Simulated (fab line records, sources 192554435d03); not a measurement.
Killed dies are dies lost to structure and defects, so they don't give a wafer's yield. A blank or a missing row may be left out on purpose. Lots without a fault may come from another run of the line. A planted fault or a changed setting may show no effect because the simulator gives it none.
Split-lot experiment | flow n5_finfet | 7 lots, 21 wafers read, on a route of 1938 steps

THE SPLIT
At N5_BEOL_M12_CMP_49 (polishes, stops on SiOC, t overpolish 20.6 s, target thk 320 nm), the setting down_force_psi was moved away from the recipe's 1 psi on 6 of the 21 wafers read, by -19.5% to +18.7%. The other wafers ran this setting at the recipe's value.

The reading is taken at the split's own step.

THE READING
barrier_field_endpoint_s, in s, at N5_BEOL_M12_CMP_49 (polishes, stops on SiOC, t overpolish 20.6 s, target thk 320 nm). Fault-free wafers of this fab line usually give 30.1 s, standard deviation 0.66 s.

wafer  | tool, chamber at the split | down_force_psi as run, psi | against the recipe | barrier_field_endpoint_s, s | against lot-mates on the recipe
L074.4 | cmp-02, 2                  | 1                          | recipe             | 30.3                        | -
L074.3 | cmp-02, 3                  | 1                          | recipe             | 29.2                        | -
L074.1 | cmp-02, 1                  | 1                          | recipe             | 30.0                        | -
L077.1 | cmp-02, 2                  | 1                          | recipe             | 29.3                        | -
L077.4 | cmp-02, 3                  | 1                          | recipe             | 28.9                        | -
L077.5 | cmp-02, 1                  | 0.8046                     | -19.5%             | 36.1                        | +7.0
L076.3 | cmp-02, 2                  | 1                          | recipe             | 29.6                        | -
L076.1 | cmp-02, 1                  | 1                          | recipe             | 30.7                        | -
L076.6 | cmp-02, 3                  | 1                          | recipe             | 28.4                        | -
L086.1 | cmp-01, 1                  | 1.187                      | +18.7%             | 25.9                        | -3.4
L086.5 | cmp-01, 1                  | 1.187                      | +18.7%             | 26.3                        | -3.0
L086.6 | cmp-01, 2                  | 1                          | recipe             | 29.3                        | -
L088.1 | cmp-04, 1                  | 1                          | recipe             | 30.4                        | -
L088.3 | cmp-04, 2                  | 1.183                      | +18.3%             | 25.6                        | -5.1
L088.6 | cmp-04, 2                  | 1                          | recipe             | 31.1                        | -
L094.1 | cmp-01, 2                  | 1                          | recipe             | 30.0                        | -
L094.4 | cmp-01, 3                  | 1                          | recipe             | 30.2                        | -
L094.5 | cmp-01, 2                  | 1                          | recipe             | 30.3                        | -
L096.3 | cmp-01, 1                  | 1.066                      | +6.6%              | 29.3                        | -1.9
L096.1 | cmp-01, 3                  | 1.066                      | +6.6%              | 30.0                        | -1.2
L096.6 | cmp-01, 0                  | 1                          | recipe             | 31.2                        | -

THE FIT
A straight line over all 21 wafers: barrier_field_endpoint_s changes by -0.239 s for each +1% of down_force_psi; r = -0.92; the points scatter about the line by 0.87 s.
The same after taking each lot's own level away (the mean of its wafers on the recipe; 21 wafers): -0.255 s for each +1%; r = -0.94; scatter 0.8 s.
On that fit, the largest move of down_force_psi shifts the reading by 5 s.
The lots' own levels span 29.10 to 31.20 s, that is 3.2 times the standard deviation above.
So the lot-to-lot level changes the slope little: the two slopes agree.
Check: with one of the wafers moved furthest among these (-19.5%) left out of the fit, the line predicts +4.05 s for it against its lot-mates. It came out at +7 s against them.
Tool readings at the split's step, against how far the setting was moved: barrier_field_endpoint_s r = -0.92.

OTHER SPLITS ON THESE WAFERS
These wafers also went through other splits before the reading. Each is held against what the fit with the lots' levels taken away leaves over:
other split on the same wafers    | wafers away from the commonest value | r with barrier_field_endpoint_s (lot level and that fit taken away)
N5_BEOL_M9_EXPOSE_08 dose_mj      | 3                                    | +0.13
N5_BEOL_M9_ETCH_62 source_w       | 7                                    | -0.20
N5_BEOL_M10_TRENCH_ETCH_37 time_s | 8                                    | -0.15
N5_BEOL_M10_CMP_52 platen_rpm     | 5                                    | -0.05
N5_BEOL_M12_ETCH_67 source_w      | 8                                    | -0.28
N5_BEOL_M12_TRENCH_ETCH_34 time_s | 7                                    | +0.01

THE FILE'S OWN FIT
barrier_field_endpoint_s changes by -0.272 s for each +1% of down_force_psi, r = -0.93.
